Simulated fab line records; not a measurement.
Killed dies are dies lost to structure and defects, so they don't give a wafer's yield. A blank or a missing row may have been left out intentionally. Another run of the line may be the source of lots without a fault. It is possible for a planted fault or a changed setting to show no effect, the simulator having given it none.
Chamber matching    flow nand harc    rie diel-07 running NHARC_P_GATE_DESCUM_31: 4 sister chambers
The step chemistry O2, time 3 s. 14 wafers are shown with their chamber, then 7 later ones without.

WAFERS, EACH WITH ITS CHAMBER
wafer   chamber  drypump motor current A (A)  oes product au (a.u.)  rf vpp V (V)
L543.2  0        4.9                          1.006                  57.1
L543.3  3        5.2                          0.985                  58.9
L543.4  2        6.1                          1.013                  58.1
L546.1  1        6.6                          1.008                  57.0
L546.4  0        4.9                          1.023                  57.4
L546.6  3        5.2                          0.991                  57.6
L550.2  3        5.2                          1.000                  57.9
L550.4  1        6.6                          1.009                  59.5
L550.5  1        6.6                          1.011                  58.9
L551.2  1        6.5                          1.013                  58.7
L551.5  2        6.1                          0.994                  58.3
L551.6  1        6.5                          1.013                  58.6
L559.3  1        6.5                          1.016                  58.4
L559.4  0        4.9                          1.020                  57.3

SIGNATURES, as means of the wafers listed above
reading                  chamber 0  chamber 1  chamber 2  chamber 3  scatter within a chamber
drypump motor current A  4.900      6.550      6.100      5.200      0.0387
oes product au           1.01633    1.01167    1.00350    0.99200    0.00709
rf vpp V                 57.267     58.517     58.200     58.133     0.668
Rule: a wafer's distance from a chamber is the root of the sum, over the readings, of the square of ((its reading less the chamber's mean) divided by the reading's scatter). If the next closest chamber is less than 2 further off than the closest, the wafer can't be placed; otherwise it belongs to the closest. How the scatter is found: for the shown wafers, subtract from each reading the mean of its chamber, square and add these, divide the total by (wafers less chambers), then take the root.

WAFERS WITH NO CHAMBER GIVEN
wafer   drypump motor current A (A)  oes product au (a.u.)  rf vpp V (V)
L559.5  6.5                          1.015                  57.5
L561.1  6.1                          1.004                  57.1
L561.2  6.6                          1.011                  57.2
L561.5  4.9                          1.018                  58.6
L563.4  6.1                          1.003                  57.4
L563.5  5.2                          0.997                  57.1
L563.6  4.9                          1.017                  57.4

THE CHAMBER EACH PASSED THROUGH
wafer   from the rows above  in truth
L559.5  1                    1
L561.1  2                    2
L561.2  1                    1
L561.5  0                    0
L563.4  2                    2
L563.5  3                    3
L563.6  0                    0
Placed correctly: 7 of 7. Left unplaced by these rows: 0. Wrongly placed: 0.
